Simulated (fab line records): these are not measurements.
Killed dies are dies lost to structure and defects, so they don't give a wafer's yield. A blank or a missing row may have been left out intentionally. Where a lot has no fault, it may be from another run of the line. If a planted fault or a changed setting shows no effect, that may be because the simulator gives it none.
fab line records	flow nand_harc
[record] lots = 6	wafers = 18	last_day = 33
route steps=1302 shown A_BLC@1119
lots untouched by any fault: they come from a run of this same line in which no faults occurred
start_h: the number of hours between the record's first day and the start of the first shown wafer of the lot	wait_h: hours since the lot's step before	" identical to the entry in the row above	L1.1+2: one row covering several wafers at once	- no value, or no start was given	* or withheld: withheld	< > ~ a bound
route shown NAME@n: a module of which the file shows steps, and the number in the route of the first	usual: the fault-free wafers' mean and standard deviation	same: alike in all rows	chamber/n: place in a boat	sites: per-site readings	_std_site: their standard deviation	_edge_site: inner sites' mean taken away from outer sites' mean	radius_mm: for every site, how far away it sits from the centre of the wafer	mask NAME#n: copy n	behind: the tool/chamber that last shaped the wafer	hold: why the lot went on hold/how many hours it stayed there/how the hold came to an end	device: names the non-switching transistor (n, p or np)	end of line: at the end of the route, the tests of the same wafers	where a step has no rows: the recipe by itself	killed: dies that structure and defects cost at the first sort, which is not the same as the wafer's yield	map: per-die view of a wafer (x killed, . not killed, _ where there is no die)
set.NAME: the setting as run; set.NAME@STEP: as run at that earlier step	model.NAME: the simulator's own value behind a step, which no gauge read
certain route steps with their lots: each step a table, each wafer a row
services: a tool's chamber out of use, with start hour (start_h, from the record's first day; less than 0 if before it), hours out, and reason
[[steps]]
[step NHARC_A_BLC_INSPECT_12]
[usual] raw_defect_count = 81/35
lot.wafer	tool	chamber	start_h	wait_h	raw_defect_count
L103.1	defect_inspect-02	-	525.30	0.0	68
L103.3	"	-	"	"	68
L103.4	"	-	"	"	71
L105.1	defect_inspect-02	-	553.04	0.0	106
L105.3	"	-	"	"	114
L105.4	"	-	"	"	118
L110.2	defect_inspect-02	-	613.38	0.0	130
L110.3	"	-	"	"	109
L110.6	"	-	"	"	110
L111.2	defect_inspect-02	-	617.92	0.0	122
L111.4	"	-	"	"	113
L111.5	"	-	"	"	142
L114.3	defect_inspect-02	-	634.37	0.0	84
L114.4	"	-	"	"	74
L114.5	"	-	"	"	95
L123.4	defect_inspect-02	-	743.73	0.0	59
L123.5	"	-	"	"	60
L123.6	"	-	"	"	48
[step NHARC_A_BLC_DESCUM_15]
[recipe] time_s = 3	o2_flow_sccm = 200	ar_flow_sccm = 0	bias_power_w = 0	chemistry = O2
[step NHARC_A_BLC_ETCH_16]
[recipe] target_depth_a = 390	over_etch_frac = 0.3	time_s = 65	ion_energy_ev = 80	cf4_flow_sccm = 150	ar_flow_sccm = 0	rf_w = 300	bias_w = 100	chemistry = CF4
[usual] drypump_motor_current_A = 5.9/0.35	oes_product_au = 0.997/0.009	rf_vpp_V = 151.1/1.1	showerhead_plenum_p_Torr = 1.76/0.064	throttle_valve_pct = 13.283/0.0091
[same] over_etch_frac = 0.3
lot.wafer	tool	chamber	start_h	wait_h	drypump_motor_current_A	oes_product_au	rf_hours_counter_h	rf_vpp_V	showerhead_plenum_p_Torr	throttle_valve_pct
L103.3	rie_diel-06	2	525.44	0.1	5.8	0.995	3	151.5	1.70	13.285
L103.4	"	3	"	"	6.5	0.994	3	149.8	1.74	13.286
L103.1	"	0	"	"	6.0	0.968	3	153.1	1.74	13.279
L105.3	rie_diel-06	2	553.19	0.1	5.7	0.997	6	149.1	1.70	13.282
L105.1	"	0	"	"	6.0	0.976	6	149.8	1.74	13.281
L105.4	"	1	"	"	5.6	0.993	5	151.5	1.84	13.283
L110.2	rie_diel-09	0	613.53	0.1	6.3	1.001	38	150.9	1.70	13.275
L110.3	"	2	"	"	6.0	1.004	33	150.2	1.74	13.275
L110.6	"	0	"	"	6.3	1.010	-	151.3	1.70	13.292
L111.2	rie_diel-06	0	618.08	0.1	6.0	0.978	13	151.2	1.74	13.281
L111.4	"	1	"	"	5.6	1.005	11	150.9	1.84	13.278
L111.5	"	3	"	"	6.6	0.994	-	151.6	1.73	13.284
L114.3	rie_diel-11	0	634.54	0.1	5.8	0.993	1	151.8	1.88	13.285
L114.4	"	3	"	"	5.9	0.984	-	150.6	1.72	13.279
L114.5	"	0	"	"	5.8	0.998	-	153.6	1.87	13.304
L123.4	rie_diel-11	0	743.87	0.1	5.8	0.995	8	152.9	1.87	13.287
L123.6	"	0	"	"	5.8	0.994	-	151.6	1.87	13.286
L123.5	"	1	"	"	5.5	0.985	-	150.8	1.80	13.272
[step NHARC_A_BLC_ETCH_17]
[recipe] target_depth_a = 3900	over_etch_frac = 0.25	time_s = 609.38	ion_energy_ev = 200	n2_flow_sccm = 150	h2_flow_sccm = 150	ar_flow_sccm = 0	rf_w = 400	bias_w = 150	chemistry = N2/H2
[step NHARC_A_BLC_ETCH_18]
[recipe] target_depth_a = 9100	c4f8_flow_sccm = 20	o2_flow_sccm = 10	ar_flow_sccm = withheld	rf_w = 600	bias_w = 1500	chemistry = C4F8/O2/Ar
[usual] oes_product_au = 0.948/0.025	rf_vpp_V = 978/5.1
lot.wafer	tool	chamber	start_h	wait_h	oes_product_au	rf_hours_counter_h	rf_vpp_V
L103.1	rie_diel-06	0	-	-	0.948	3	977
L103.3	"	2	"	"	0.975	3	972
L103.4	"	3	"	"	0.959	3	977
L105.3	rie_diel-06	1	-	-	0.964	5	984
L105.4	"	3	"	"	0.959	6	976
L105.1	"	0	"	"	0.948	6	977
L110.3	rie_diel-09	1	-	-	0.925	42	973
L110.2	"	3	"	"	0.915	34	981
L110.6	"	2	"	"	0.908	-	975
L111.4	rie_diel-06	1	-	-	0.921	12	985
L111.2	"	2	"	"	0.919	12	972
L111.5	"	0	"	"	0.907	-	976
L114.3	rie_diel-11	1	-	-	0.959	1	981
L114.4	"	1	"	"	0.951	-	981
L114.5	"	0	"	"	0.951	-	985
L123.4	rie_diel-11	0	-	-	0.925	8	986
L123.6	"	1	"	"	0.922	-	981
L123.5	"	2	"	"	0.930	-	969
[step NHARC_A_BLC_CD_MEAS_19]
[usual] cd_nm = 99.4/2
lot.wafer	tool	chamber	start_h	wait_h	cd_nm
L103.1	cd_sem-03	-	526.33	-	95.3
L103.3	"	-	"	"	98.5
L103.4	"	-	"	"	99.7
L105.1	cd_sem-03	-	554.07	-	103.3
L105.3	"	-	"	"	102.1
L105.4	"	-	"	"	99.9
L110.2	cd_sem-02	-	614.41	-	96.2
L110.3	"	-	"	"	101.2
L110.6	"	-	"	"	101.2
L111.2	cd_sem-01	-	618.96	-	96.8
L111.4	"	-	"	"	96.2
L111.5	"	-	"	"	98.2
L114.3	cd_sem-03	-	635.59	-	97.5
L114.4	"	-	"	"	98.0
L114.5	"	-	"	"	96.1
L123.4	cd_sem-01	-	744.76	-	100.6
L123.5	"	-	"	"	98.7
L123.6	"	-	"	"	101.8
[step NHARC_A_BLC_STRIP_29]
[recipe] cf4_flow_sccm = 150	ar_flow_sccm = 0	bias_w = 0	chemistry = CF4
[usual] drypump_motor_current_A = 5.8/0.36	oes_product_au = 0.996/0.0082	rf_vpp_V = 59.4/0.99	showerhead_plenum_p_Torr = 1.76/0.068	throttle_valve_pct = 13.284/0.0092
lot.wafer	tool	chamber	start_h	wait_h	drypump_motor_current_A	oes_product_au	rf_hours_counter_h	rf_vpp_V	showerhead_plenum_p_Torr	throttle_valve_pct
L103.4	rie_diel-11	0	526.40	0.1	5.8	0.980	3	59.7	1.88	13.297
L103.1	"	2	"	"	6.1	0.996	4	57.6	1.67	13.288
L103.3	"	3	"	"	5.9	0.990	3	58.5	1.72	13.291
L105.4	rie_diel-11	1	554.15	0.1	5.5	0.994	5	60.1	1.80	13.271
L105.3	"	2	"	"	6.1	0.980	5	58.9	1.67	13.285
L105.1	"	3	"	"	5.9	0.986	4	60.3	1.72	13.293
L110.2	rie_diel-09	1	614.50	0.1	5.3	1.003	42	60.6	1.70	13.293
L110.3	"	3	"	"	5.0	0.997	34	60.1	1.80	13.274
L110.6	"	0	"	"	6.3	1.000	-	58.5	1.70	13.285
L111.2	rie_diel-11	2	619.04	0.1	6.1	0.990	0	59.6	1.67	13.279
L111.5	"	1	"	"	5.5	0.997	-	58.0	1.80	13.293
L111.4	"	2	"	"	6.1	0.999	-	58.9	1.67	13.278
L114.3	rie_diel-06	1	635.65	0.1	5.6	0.990	12	60.1	1.84	13.277
L114.4	"	3	"	"	6.6	0.993	14	58.3	1.73	13.280
L114.5	"	1	"	"	5.6	0.997	-	61.2	1.84	13.295
L123.4	rie_diel-06	0	744.86	0.1	5.9	0.996	7	60.3	1.73	13.274
L123.6	"	1	"	"	5.6	1.000	-	60.8	1.84	13.285
L123.5	"	2	"	"	5.8	1.009	-	58.0	1.69	13.276
[step NHARC_A_BLC_STRIP_21]
[recipe] o2_flow_sccm = 500	ar_flow_sccm = 0	bias_w = 0	chemistry = O2
[step NHARC_A_BLC_STRIP_22]
[recipe] time_s = 600	temp_c = 30	chemistry = post_etch_residue_remover
[step NHARC_A_BLC_DEGAS_30]
[recipe] temp_c = 300	time_s = 60
[usual] heater_power_w = 461/38
lot.wafer	tool	chamber	start_h	wait_h	heater_power_w
L103.4	pvd_sputter-01	-	526.93	-	517
L103.3	"	-	"	"	382
L103.1	"	-	"	"	426
L105.3	pvd_sputter-02	-	554.71	-	435
L105.1	"	-	"	"	460
L105.4	"	-	"	"	487
L110.3	pvd_sputter-02	-	615.01	-	487
L110.2	"	-	"	"	440
L110.6	"	-	"	"	432
L111.4	pvd_sputter-02	-	619.59	-	448
L111.2	"	-	"	"	461
L111.5	"	-	"	"	425
L114.3	pvd_sputter-02	-	636.19	-	437
L114.4	"	-	"	"	433
L114.5	"	-	"	"	446
L123.4	pvd_sputter-01	-	745.37	-	384
L123.6	"	-	"	"	386
L123.5	"	-	"	"	552
[step NHARC_A_BLC_PRE_CLEAN_31]
[recipe] time_s = 15	bias_v = 250	gas = Ar
[step NHARC_A_BLC_PVD_32]
[recipe] target_thk_a = 50	chamber_pressure_pa = 5	power_w = 5000	substrate_temp_c = 200	time_s = 17.7	material = Ti
[step NHARC_A_BLC_ALD_23]
[recipe] target_thk_a = 30	pulse_time_s = 1	ald_cycles = 150	temp_c = 450	material = TiN
[usual] ald_cycles = 150/0	heater_power_w = 1048/100	precursor_pulse_height_rel = 1.003/0.02
lot.wafer	tool	chamber	start_h	wait_h	ald_cycles	heater_power_w	precursor_pulse_height_rel	since_wet_clean_h
L103.1	ald_metal-04	3	527.17	-	150	969	0.986	43
L103.3	"	0	"	"	150	928	1.003	43
L103.4	"	2	"	"	150	1033	0.987	43
L105.4	ald_metal-01	3	554.95	-	150	1298	0.992	19
L105.3	"	0	"	"	150	1093	0.999	19
L105.1	"	2	"	"	150	889	1.004	19
L110.3	ald_metal-04	0	615.29	-	150	956	0.972	131
L110.2	"	1	"	"	64	1030	1.038	131
L110.6	"	3	"	"	150	972	0.999	-
L111.2	ald_metal-04	1	619.88	-	64	1022	0.990	136
L111.4	"	2	"	"	150	1047	0.998	136
L111.5	"	3	"	"	150	951	1.001	-
L114.3	ald_metal-02	0	636.42	-	150	973	1.013	16
L114.4	"	3	"	"	150	1044	0.997	17
L114.5	"	0	"	"	150	969	1.028	-
L123.4	ald_metal-01	0	745.66	-	150	1119	1.003	32
L123.5	"	1	"	"	150	1162	1.000	-
L123.6	"	2	"	"	150	942	1.000	-
[step NHARC_A_BLC_CVD_24]
[recipe] target_thk_a = 1500	temp_c = 300	pressure_torr = 40	wf6_flow_sccm = 40	h2_flow_sccm = 1600	ar_flow_sccm = 1560	time_s = 434	material = W
[usual] heater_power_w = 445/31	mfc_h2_sccm = 1600/4.8	throttle_valve_pct = 8.0/0.45
lot.wafer	tool	chamber	start_h	wait_h	heater_power_w	mfc_h2_sccm	since_wet_clean_h	throttle_valve_pct
L103.1	cvd_w-02	0	-	-	419	1600	64	8.7
L103.4	"	0	"	"	431	1606	-	8.8
L103.3	"	1	"	"	452	1600	-	7.7
L105.1	cvd_w-02	1	-	-	445	1604	92	7.6
L105.3	"	1	"	"	452	1607	-	7.5
L105.4	"	0	"	"	434	1601	-	8.5
L110.2	cvd_w-01	0	-	-	509	1602	55	7.7
L110.3	"	0	"	"	512	1606	-	7.5
L110.6	"	0	"	"	513	1608	-	7.7
L111.2	cvd_w-02	1	-	-	454	1602	157	7.9
L111.4	"	1	"	"	446	1602	-	7.4
L111.5	"	1	"	"	446	1602	-	7.8
L114.3	cvd_w-01	0	-	-	511	1599	-	7.6
L114.4	"	1	"	"	463	1592	-	7.8
L114.5	"	0	"	"	509	1591	-	7.5
L123.4	cvd_w-01	1	-	-	437	1602	-	8.2
L123.5	"	1	"	"	445	1610	-	8.0
L123.6	"	0	"	"	522	1602	-	7.5
[[services]]
tool	chamber	start_h	hours	kind
rie_diel-06	1	506.19	7.8	repair
cvd_w-02	1	518.55	5.6	repair
cvd_w-01	-	547.53	13.0	pm
pvd_sputter-02	-	573.05	2.2	repair
rie_diel-06	-	573.89	0.1	repair
rie_diel-09	2	574.03	11.1	repair
cvd_w-01	-	576.27	0.8	repair
rie_diel-11	3	606.82	17.6	repair
rie_diel-11	-	609.50	9.0	pm
rie_diel-09	2	622.98	5.5	repair
cvd_w-02	-	631.00	13.0	pm
rie_diel-11	2	632.22	15.2	repair
rie_diel-09	1	639.04	4.1	repair
rie_diel-06	-	645.06	0.9	repair
ald_metal-04	-	652.00	10.0	pm
pvd_sputter-02	-	659.17	10.0	pm
rie_diel-06	-	661.35	9.0	pm
rie_diel-09	-	676.85	9.0	pm
ald_metal-04	3	685.38	74.1	repair
rie_diel-09	1	690.46	56.6	repair
rie_diel-11	1	695.33	2.5	repair
pvd_sputter-02	-	701.34	3.5	repair
rie_diel-11	-	709.85	0.3	repair
pvd_sputter-02	-	745.10	2.4	repair
[[key]]
[first_sign] step = NHARC_A_BLC_ALD_23	reading = ald_cycles	direction = down	sigmas = 99+	usual = 150	struck = 64
effect none on later readings
met_at NHARC_A_BLC_ALD_23
struck_wafers L110.2,L111.2
later_rows_left_out L110.2,L111.2
sort_left_out L110.2,L111.2
tester_left_out L110,L111
[fault] kind = process_parameter_drift	tool = ald_metal-04	chamber = 1	onset_h = 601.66	steps = NHARC_A_BLC_ALD_23	channel = ald_cycles	offset = -86	shape = step	end_h = 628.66	acts_in = these_recipes_only	stated = 150
// tester_left_out: of these lots the tester's yield and bins aren't shown, on N5 and GAA mostly nor the transistor test; their killed dies are dies lost to structure and defects alone, not to doping, threshold or leakage, so they don't give the yield
// sort_left_out: the simulated sort isn't trusted on such a fault, so these wafers' sort isn't shown, and their yield isn't known
// later_rows_left_out: the simulator's readings of these wafers behind a module that went badly wrong aren't trusted and aren't shown, but for the sort
